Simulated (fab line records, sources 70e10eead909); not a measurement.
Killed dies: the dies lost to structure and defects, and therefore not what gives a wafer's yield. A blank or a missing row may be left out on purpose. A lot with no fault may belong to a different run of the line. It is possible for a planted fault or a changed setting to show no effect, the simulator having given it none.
fab line records | flow nandHarc
record lots=12 | wafers=36 | lastDay=24
route steps=1159 shown A_BLC@979 END@1159
lots with no fault: from the same line, run without faults
startH: the number of hours between the record's first day and the start of the first shown wafer of the lot | waitH: hours elapsed since this lot's preceding step | " same as the row above | L1.1+2: a single row standing in for several wafers | - either no value or no given start | * or withheld: withheld | < > ~ a bound
route shown NAME@n: a module of which the file shows steps, and the number in the route of the first | usual: mean/standard deviation taken from wafers without a fault | same: alike in all rows | chamber/n: place in a boat | sites: per-site readings | _std_site: the values' standard deviation | _edge_site: the outer-site mean with the inner-site mean subtracted | radiusMm: how far each site lies from the wafer's centre | mask NAME#n: copy n | behind: tool/chamber where the wafer was last shaped | hold: why the lot went on hold/how many hours it stayed there/how the hold came to an end | device: the n, p or np transistor that did not switch | end of line: the tests these same wafers got at the end of their route | for a step that has no rows: nothing shown but its recipe | killed: at the first sort, the dies lost to defects and structure; wafer yield is something else | map: a wafer's dies, x killed, . not, _ none there
set.NAME: the setting that was run; set.NAME@STEP: the one run at that earlier step | model.NAME: the simulator's own value behind a step, which no gauge read
one table for each step of the route and one row for each wafer, over a sample of lots
services: when a tool's chamber went out of use (startH, in hours from the record's first day, below 0 if earlier), for how many hours, and the reason
## steps
# step NHARC_A_BLC_ETCH_17
# recipe targetDepthA=3900 | overEtchFrac=0.25 | timeS=609.38 | ionEnergyEv=200 | n2FlowSccm=150 | h2FlowSccm=150 | arFlowSccm=0 | rfW=400 | biasW=150 | chemistry=N2/H2
# usual biasW=150.1/0.45 | chamberPressureMTorr=30.004/0.027 | drypumpMotorCurrentA=5.7/0.38 | oesProductAu=0.998/0.013 | rfVppV=430.3/2.8 | showerheadPlenumPTorr=2.03/0.095 | throttleValvePct=14.170/0.0092
lot.wafer | tool       | chamber | startH | waitH | biasW | chamberPressureMTorr | drypumpMotorCurrentA | oesProductAu | rfHoursCounterH | rfVppV | showerheadPlenumPTorr | throttleValvePct
L329.1    | rieDiel-04 | 0       | 399.95 | -     | 150.6 | 29.977               | 6.3                  | 1.001        | 9               | 433.0  | 2.14                  | 14.181
L329.4    | "          | 2       | "      | "     | 149.3 | 30.019               | 6.0                  | 1.021        | 10              | 426.9  | 1.94                  | 14.167
L329.2    | "          | 3       | "      | "     | 149.4 | 29.981               | 5.5                  | 0.990        | 10              | 426.6  | 1.90                  | 14.166
L330.3    | rieDiel-12 | 0       | 400.37 | -     | 149.7 | 29.995               | 6.0                  | 0.985        | 1               | 427.0  | 1.89                  | 14.184
L330.1    | "          | 1       | "      | "     | 149.7 | 30.037               | 5.3                  | 0.994        | 1               | 430.7  | 2.02                  | 14.166
L330.5    | "          | 2       | "      | "     | 149.9 | 30.091               | 5.2                  | 0.997        | -               | 431.8  | 2.11                  | 14.179
L332.4    | rieDiel-12 | 2       | 401.49 | -     | 149.2 | 30.017               | 5.2                  | 0.996        | 1               | 432.7  | 2.11                  | 14.176
L332.2    | "          | 0       | "      | "     | 149.5 | 29.996               | 6.0                  | 0.971        | 2               | 425.4  | 1.89                  | 14.164
L332.5    | "          | 3       | "      | "     | 150.0 | 29.996               | 6.0                  | 0.989        | -               | 428.2  | 1.98                  | 14.177
L328.1    | rieDiel-04 | 1       | 403.65 | -     | 149.9 | 30.006               | 5.5                  | 0.996        | 10              | 433.7  | 2.13                  | 14.161
L328.4    | "          | 3       | "      | "     | 150.2 | 29.935               | 5.5                  | 0.980        | 11              | 426.6  | 1.90                  | 14.169
L328.6    | "          | 1       | "      | "     | 149.9 | 30.038               | 5.4                  | 0.993        | -               | 432.9  | 2.13                  | 14.153
L333.3    | rieDiel-12 | 1       | 419.74 | -     | 149.9 | 30.013               | 5.2                  | 0.988        | 3               | 430.6  | 2.02                  | 14.167
L333.5    | "          | 3       | "      | "     | 149.6 | 30.022               | 6.0                  | 0.990        | -               | 429.3  | 1.98                  | 14.191
L333.6    | "          | 0       | "      | "     | 149.9 | 30.029               | 6.0                  | 0.980        | -               | 425.1  | 1.89                  | 14.170
L334.3    | rieDiel-04 | 0       | 433.71 | -     | 150.4 | 30.002               | 6.3                  | 0.992        | 13              | 433.2  | 2.14                  | 14.168
L334.1    | "          | 1       | "      | "     | 150.1 | 29.979               | 5.5                  | 1.000        | 13              | 431.6  | 2.13                  | 14.175
L334.5    | "          | 1       | "      | "     | 150.2 | 29.979               | 5.5                  | 0.992        | -               | 434.0  | 2.13                  | 14.168
L335.2    | rieDiel-04 | 1       | 437.73 | -     | 150.2 | 29.976               | 5.4                  | 0.993        | 13              | 432.9  | 2.13                  | 14.190
L335.3    | "          | 2       | "      | "     | 149.8 | 30.019               | 6.0                  | 1.020        | 14              | 428.2  | 1.94                  | 14.171
L335.5    | "          | 0       | "      | "     | 150.3 | 29.960               | 6.3                  | 0.990        | -               | 433.4  | 2.14                  | 14.194
L338.4    | rieDiel-12 | 0       | 447.01 | -     | 150.4 | 29.971               | 6.0                  | 0.979        | 6               | 427.0  | 1.89                  | 14.168
L338.2    | "          | 1       | "      | "     | 150.1 | 30.019               | 5.3                  | 0.983        | 6               | 429.7  | 2.02                  | 14.166
L338.6    | "          | 2       | "      | "     | 150.7 | 30.011               | 5.2                  | 1.002        | -               | 432.4  | 2.11                  | 14.163
L337.4    | rieDiel-10 | 0       | 447.16 | -     | 150.4 | 29.989               | 5.3                  | 1.022        | 35              | 431.1  | 2.02                  | 14.189
L337.2    | "          | 1       | "      | "     | 149.2 | 30.007               | 5.1                  | 1.031        | 32              | 432.3  | 2.08                  | 14.168
L337.6    | "          | 2       | "      | "     | 150.0 | 30.012               | 5.3                  | 1.027        | -               | 427.0  | 1.98                  | 14.159
L349.2    | rieDiel-04 | 2       | 504.27 | -     | -     | -                    | -                    | -            | -               | -      | -                     | -
L349.6    | "          | 0       | "      | "     | -     | -                    | -                    | -            | -               | -      | -                     | -
L349.5    | "          | 1       | "      | "     | -     | -                    | -                    | -            | -               | -      | -                     | -
L347.3    | rieDiel-12 | 3       | 504.52 | -     | -     | -                    | -                    | -            | -               | -      | -                     | -
L347.2    | "          | 0       | "      | "     | -     | -                    | -                    | -            | -               | -      | -                     | -
L347.5    | "          | 2       | "      | "     | -     | -                    | -                    | -            | -               | -      | -                     | -
L351.1    | rieDiel-10 | 0       | 524.47 | -     | 149.9 | 29.977               | 5.3                  | 1.016        | 65              | 431.0  | 2.01                  | 14.175
L351.2    | "          | 1       | "      | "     | 149.4 | 29.997               | 5.1                  | 1.023        | 63              | 431.4  | 2.07                  | 14.184
L351.4    | "          | 0       | "      | "     | 150.1 | 29.952               | 5.3                  | 1.011        | -               | 430.2  | 2.01                  | 14.171
# step NHARC_A_BLC_STRIP_21
# recipe o2FlowSccm=500 | arFlowSccm=0 | biasW=0 | chemistry=O2
# usual drypumpMotorCurrentA=5.6/0.38 | oesProductAu=0.999/0.013 | rfVppV=57.7/0.94 | showerheadPlenumPTorr=3.50/0.15 | throttleValvePct=17.036/0.0083
lot.wafer | tool       | chamber | startH | waitH | drypumpMotorCurrentA | oesProductAu | rfHoursCounterH | rfVppV | showerheadPlenumPTorr | throttleValvePct
L329.1    | rieDiel-12 | 1       | 401.12 | 0.2   | 5.3                  | 0.989        | 1               | 58.3   | 3.50                  | 17.022
L329.4    | "          | 2       | "      | "     | 5.3                  | 0.997        | 1               | 57.8   | 3.64                  | 17.043
L329.2    | "          | 3       | "      | "     | 6.0                  | 0.990        | 1               | 57.6   | 3.44                  | 17.022
L330.1    | rieDiel-10 | 2       | 401.29 | 0.1   | 5.3                  | 1.005        | 12              | 56.9   | 3.44                  | 17.036
L330.3    | "          | 3       | "      | "     | 6.2                  | 1.006        | 14              | 60.2   | 3.80                  | 17.037
L330.5    | "          | 0       | "      | "     | 5.4                  | 1.021        | -               | 59.4   | 3.51                  | 17.027
L332.4    | rieDiel-10 | 3       | 402.47 | 0.1   | 6.2                  | 1.021        | 14              | 57.4   | 3.80                  | 17.038
L332.2    | "          | 0       | "      | "     | 5.3                  | 1.033        | 15              | 57.6   | 3.51                  | 17.040
L332.5    | "          | 1       | "      | "     | 5.1                  | 1.019        | -               | 57.6   | 3.61                  | 17.038
L328.1    | rieDiel-12 | 2       | 404.63 | 0.1   | 5.2                  | 0.998        | 2               | 57.2   | 3.64                  | 17.034
L328.4    | "          | 3       | "      | "     | 6.0                  | 0.987        | 2               | 58.3   | 3.44                  | 17.024
L328.6    | "          | 3       | "      | "     | 6.0                  | 0.988        | -               | 57.9   | 3.44                  | 17.032
L333.3    | rieDiel-12 | 3       | 420.63 | 0.1   | 6.0                  | 0.991        | 3               | 57.1   | 3.44                  | 17.044
L333.5    | "          | 1       | "      | "     | 5.3                  | 0.997        | -               | 58.7   | 3.50                  | 17.049
L333.6    | "          | 2       | "      | "     | 5.2                  | 1.007        | -               | 57.7   | 3.64                  | 17.039
L334.3    | rieDiel-04 | 3       | 434.69 | 0.1   | 5.5                  | 1.010        | 14              | 56.2   | 3.30                  | 17.039
L334.1    | "          | 1       | "      | "     | 5.5                  | 1.007        | 13              | 58.0   | 3.67                  | 17.037
L334.5    | "          | 3       | "      | "     | 5.5                  | 1.001        | -               | 56.0   | 3.30                  | 17.044
L335.2    | rieDiel-04 | 0       | 438.82 | 0.1   | 6.3                  | 0.992        | 14              | 57.1   | 3.69                  | 17.036
L335.3    | "          | 1       | "      | "     | 5.5                  | 0.986        | 14              | 59.0   | 3.67                  | 17.041
L335.5    | "          | 2       | "      | "     | 6.0                  | 1.005        | -               | 56.8   | 3.37                  | 17.051
L338.2    | rieDiel-12 | 1       | 447.90 | 0.1   | 5.3                  | 0.992        | 6               | 58.1   | 3.49                  | 17.034
L338.4    | "          | 2       | "      | "     | 5.2                  | 1.001        | 5               | 57.6   | 3.64                  | 17.024
L338.6    | "          | 1       | "      | "     | 5.3                  | 0.995        | -               | 58.0   | 3.49                  | 17.045
L337.4    | rieDiel-04 | 2       | 448.06 | 0.1   | 6.0                  | 1.012        | 16              | 60.5   | 3.37                  | 17.034
L337.2    | "          | 3       | "      | "     | 5.5                  | 0.997        | 14              | 56.3   | 3.30                  | 17.035
L337.6    | "          | 2       | "      | "     | 6.0                  | 1.009        | -               | 58.0   | 3.37                  | 17.028
L349.2    | rieDiel-04 | 1       | 505.18 | 0.1   | 5.5                  | 0.993        | 4               | 58.9   | 3.67                  | 17.042
L349.6    | "          | 2       | "      | "     | 6.0                  | 1.018        | -               | 58.7   | 3.37                  | 17.032
L349.5    | "          | 3       | "      | "     | 5.5                  | 1.002        | -               | 56.3   | 3.30                  | 17.040
L347.2    | rieDiel-04 | 3       | 505.67 | 0.1   | 5.5                  | 1.003        | 4               | 55.7   | 3.30                  | 17.026
L347.3    | "          | 0       | "      | "     | 6.3                  | 1.001        | 3               | 59.0   | 3.69                  | 17.047
L347.5    | "          | 1       | "      | "     | 5.5                  | 0.978        | -               | 58.0   | 3.67                  | 17.014
L351.1    | rieDiel-04 | 0       | 525.54 | 0.1   | 6.3                  | 1.001        | 5               | 58.2   | 3.69                  | 17.063
L351.4    | "          | 1       | "      | "     | 5.5                  | 0.993        | 6               | 56.7   | 3.67                  | 17.040
L351.2    | "          | 2       | "      | "     | 6.0                  | 1.017        | 6               | 56.8   | 3.37                  | 17.027
# step NHARC_A_BLC_DEGAS_30
# recipe tempC=300 | timeS=60
# usual heaterPowerW=462/55
lot.wafer | tool          | chamber | startH | waitH | heaterPowerW
L329.4    | pvdSputter-03 | -       | 401.53 | -     | 510
L329.1    | "             | -       | "      | "     | 503
L329.2    | "             | -       | "      | "     | 377
L330.1    | pvdSputter-01 | -       | 401.69 | -     | 499
L330.3    | "             | -       | "      | "     | 394
L330.5    | "             | -       | "      | "     | 522
L332.4    | pvdSputter-03 | -       | 402.90 | -     | 400
L332.2    | "             | -       | "      | "     | 512
L332.5    | "             | -       | "      | "     | 375
L328.1    | pvdSputter-03 | -       | 405.05 | -     | 525
L328.4    | "             | -       | "      | "     | 380
L328.6    | "             | -       | "      | "     | 514
L333.3    | pvdSputter-01 | -       | 421.03 | -     | 506
L333.6    | "             | -       | "      | "     | 512
L333.5    | "             | -       | "      | "     | 454
L334.1    | pvdSputter-03 | -       | 435.10 | -     | 393
L334.3    | "             | -       | "      | "     | 511
L334.5    | "             | -       | "      | "     | 504
L335.2    | pvdSputter-02 | -       | 439.26 | -     | 336
L335.3    | "             | -       | "      | "     | 491
L335.5    | "             | -       | "      | "     | 471
L338.4    | pvdSputter-01 | -       | 448.31 | -     | 394
L338.2    | "             | -       | "      | "     | 454
L338.6    | "             | -       | "      | "     | 387
L337.2    | pvdSputter-03 | -       | 448.48 | -     | 513
L337.4    | "             | -       | "      | "     | 383
L337.6    | "             | -       | "      | "     | 509
L349.2    | pvdSputter-02 | -       | 505.60 | -     | 340
L349.6    | "             | -       | "      | "     | 446
L349.5    | "             | -       | "      | "     | 499
L347.3    | pvdSputter-02 | -       | 506.09 | -     | 339
L347.2    | "             | -       | "      | "     | 466
L347.5    | "             | -       | "      | "     | 456
L351.1    | pvdSputter-02 | -       | 525.96 | -     | 351
L351.2    | "             | -       | "      | "     | 454
L351.4    | "             | -       | "      | "     | 489
# step NHARC_A_BLC_PVD_32
# recipe targetThkA=50 | chamberPressurePa=5 | powerW=5000 | substrateTempC=200 | timeS=17.7 | material=Ti
# usual chamberPressurePa=4.999/0.01 | throttleValvePct=30.2/1.5
lot.wafer | tool          | chamber | startH | waitH | chamberPressurePa | throttleValvePct
L329.1    | pvdSputter-03 | -       | -      | -     | 4.994             | 29.7
L329.4    | "             | -       | "      | "     | 4.990             | 30.7
L329.2    | "             | -       | "      | "     | 4.980             | 33.3
L330.3    | pvdSputter-01 | -       | -      | -     | 4.988             | 30.8
L330.1    | "             | -       | "      | "     | 5.011             | 31.2
L330.5    | "             | -       | "      | "     | 5.003             | 30.8
L332.2    | pvdSputter-03 | -       | -      | -     | 4.998             | 33.3
L332.4    | "             | -       | "      | "     | 4.991             | 30.8
L332.5    | "             | -       | "      | "     | 5.007             | 29.8
L328.4    | pvdSputter-03 | -       | -      | -     | 4.999             | 29.7
L328.1    | "             | -       | "      | "     | 5.009             | 30.8
L328.6    | "             | -       | "      | "     | 4.981             | 28.4
L333.3    | pvdSputter-01 | -       | -      | -     | 4.997             | 30.7
L333.6    | "             | -       | "      | "     | 4.993             | 28.7
L333.5    | "             | -       | "      | "     | 4.991             | 31.1
L334.3    | pvdSputter-03 | -       | -      | -     | 4.981             | 28.3
L334.1    | "             | -       | "      | "     | 4.996             | 30.6
L334.5    | "             | -       | "      | "     | 4.992             | 29.9
L335.2    | pvdSputter-02 | -       | -      | -     | 4.999             | 30.0
L335.3    | "             | -       | "      | "     | 5.002             | 28.5
L335.5    | "             | -       | "      | "     | 4.985             | 31.1
L338.2    | pvdSputter-01 | -       | -      | -     | 5.001             | 28.6
L338.4    | "             | -       | "      | "     | 4.979             | 28.5
L338.6    | "             | -       | "      | "     | 5.000             | 30.7
L337.2    | pvdSputter-03 | -       | -      | -     | 4.993             | 28.6
L337.4    | "             | -       | "      | "     | 4.982             | 30.8
L337.6    | "             | -       | "      | "     | 4.989             | 33.2
L349.2    | pvdSputter-02 | -       | -      | -     | 5.003             | 31.4
L349.6    | "             | -       | "      | "     | 4.989             | 30.1
L349.5    | "             | -       | "      | "     | 5.013             | 28.6
L347.2    | pvdSputter-02 | -       | -      | -     | 4.992             | 31.0
L347.3    | "             | -       | "      | "     | 4.997             | 31.4
L347.5    | "             | -       | "      | "     | 5.002             | 31.2
L351.4    | pvdSputter-02 | -       | -      | -     | 5.008             | 28.4
L351.2    | "             | -       | "      | "     | 4.999             | 30.8
L351.1    | "             | -       | "      | "     | 4.986             | 31.6
# step NHARC_END_SORT_01
# recipe tempC=25
# usual killedAtArray=29/11 | killedAtOther=0.7/1.1 | killedAtPeriphery=2.9/2.2 | killedDies=33/11 | killedOpen=3.1/1.8 | killedShort=1.9/1.4
# same grossDies=677
lot.wafer | tool      | chamber | startH | waitH | killedAtArray | killedAtOther | killedAtPeriphery | killedDies | killedOpen | killedShort
L349.2    | prober-02 | 0       | 556.04 | 2.8   | 675           | 0             | 2                 | 677        | 4          | 0
L349.5    | prober-02 | 0       | 558.44 | 3.7   | 671           | 0             | 6                 | 677        | 4          | 1
L349.6    | prober-02 | 0       | 559.24 | 4.0   | 676           | 0             | 1                 | 677        | 1          | 0
L347.2    | prober-01 | 0       | 556.04 | 2.8   | 677           | 0             | 0                 | 677        | 4          | 1
L347.3    | prober-01 | 0       | 556.84 | 3.1   | 674           | 0             | 3                 | 677        | 3          | 5
L347.5    | prober-01 | 0       | 558.44 | 3.7   | 677           | 0             | 0                 | 677        | 1          | 5
# killed by level:class
L349.2 A_BLC:areaEtch=646 A_CHANNEL_HOLE_D1:chamberFilmFlake=10 A_CONTACT:chamberFilmFlake=7 A_M1:chamberFilmFlake=4 A_WL_FILL:chamberFilmFlake=3 P_CONTACT:geometricParticle:open=2 A_STAIRCASE:chamberFilmFlake=2 A_CHANNEL_FILL_D1:geometricParticle:open=1
L347.2 A_BLC:areaEtch=630 A_CHANNEL_HOLE_D1:chamberFilmFlake=18 A_SLIT:chamberFilmFlake=17 A_CONTACT:chamberFilmFlake=4 A_CHANNEL_FILL_D1:chamberFilmFlake=2 A_SOURCE_PLATE:geometricParticle:open=1 A_ONON_D1:geometricParticle:open=1 A_CHANNEL_FILL_D1:geometricParticle:open=1
L347.3 A_BLC:areaEtch=626 A_CHANNEL_HOLE_D1:chamberFilmFlake=18 A_SLIT:chamberFilmFlake=17 A_CHANNEL_FILL_D1:geometricParticle:short=2 A_M0:geometricParticle:short=2 A_STAIRCASE:chamberFilmFlake=2 A_CONTACT:chamberFilmFlake=2 P_GATE:geometricParticle:short=1
L349.5 A_BLC:areaEtch=649 A_CHANNEL_HOLE_D1:chamberFilmFlake=7 A_STAIRCASE:chamberFilmFlake=4 A_CONTACT:chamberFilmFlake=4 P_BONDPAD:chamberFilmFlake=3 A_CONTACT:geometricParticle:open=2 P_GATE:chamberFilmFlake=2 P_M0:geometricParticle:open=1
L347.5 A_BLC:areaEtch=630 A_SLIT:chamberFilmFlake=17 A_CHANNEL_HOLE_D1:chamberFilmFlake=16 A_CONTACT:chamberFilmFlake=4 A_CHANNEL_FILL_D1:geometricParticle:short=2 A_CHANNEL_FILL_D1:chamberFilmFlake=2 A_STAIRCASE:chamberFilmFlake=2 A_CHANNEL_HOLE_D1:geometricParticle:short=1
L349.6 A_BLC:areaEtch=658 A_CHANNEL_HOLE_D1:chamberFilmFlake=12 A_CONTACT:chamberFilmFlake=3 A_SOURCE_PLATE:geometricParticle:open=1 P_M0:chamberFilmFlake=1 A_CHANNEL_FILL_D1:chamberFilmFlake=1 A_M0:chamberFilmFlake=1
## services
tool          | chamber | startH | hours | kind
rieDiel-12    | -       | 379.52 | 9.0   | pm
pvdSputter-02 | -       | 392.01 | 10.0  | pm
rieDiel-04    | 0       | 396.02 | -     | clean
rieDiel-04    | 1       | 396.02 | -     | clean
rieDiel-04    | 2       | 396.02 | -     | clean
rieDiel-04    | 3       | 396.02 | -     | clean
pvdSputter-02 | -       | 411.04 | 2.2   | repair
rieDiel-04    | 2       | 413.84 | 2.1   | repair
rieDiel-04    | 0       | 420.52 | -     | clean
rieDiel-04    | 1       | 420.52 | -     | clean
rieDiel-04    | 2       | 420.52 | -     | clean
rieDiel-04    | 3       | 420.52 | -     | clean
rieDiel-04    | 3       | 436.30 | 6.1   | repair
rieDiel-10    | 2       | 449.50 | 3.9   | repair
pvdSputter-01 | -       | 458.60 | 0.9   | repair
pvdSputter-03 | -       | 459.21 | 10.0  | pm
rieDiel-04    | -       | 466.02 | 9.0   | pm
pvdSputter-03 | -       | 481.22 | 5.5   | repair
pvdSputter-01 | -       | 483.70 | 3.6   | repair
rieDiel-04    | 0       | 490.97 | 9.7   | repair
rieDiel-12    | 1       | 496.25 | 15.7  | repair
rieDiel-10    | 3       | 509.12 | 16.0  | repair
rieDiel-04    | 3       | 512.05 | 7.0   | repair
pvdSputter-01 | -       | 514.03 | 10.0  | pm
## key
firstSign step=NHARC_A_BLC_ETCH_17 | reading=toolRecord | direction=missing
effect step=NHARC_END_SORT_01 | reading=killedDies | direction=up | sigmas=58 | usual=33 | struck=677
moreKillsBornAt NHARC_A_BLC_ETCH_17@rieDiel-04=1953 | NHARC_A_BLC_ETCH_17@rieDiel-12=1886
metAt NHARC_A_BLC_ETCH_17
struckLots L347,L349
laterRowsLeftOut L347.2,L347.3,L347.5,L349.2,L349.5,L349.6
testerLeftOut L347,L349
notActingAt NHARC_A_BLC_STRIP_21,NHARC_A_BLC_DEGAS_30,NHARC_A_BLC_PVD_32
onsetBetween 447.01 504.27
fault kind=skippedStepWhole | tool=rieDiel-04,rieDiel-12 | chamber=- | onsetH=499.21 | steps=NHARC_A_BLC_ETCH_17 | scope=struckLotsOnly
# testerLeftOut: of these lots the tester's yield and bins aren't shown, on N5 and GAA mostly nor the transistor test; their killed dies are dies lost to structure and defects alone, not to doping, threshold or leakage, so they don't give the yield
# laterRowsLeftOut: the simulator's readings of these wafers behind a module that went badly wrong aren't trusted and aren't shown, but for the sort
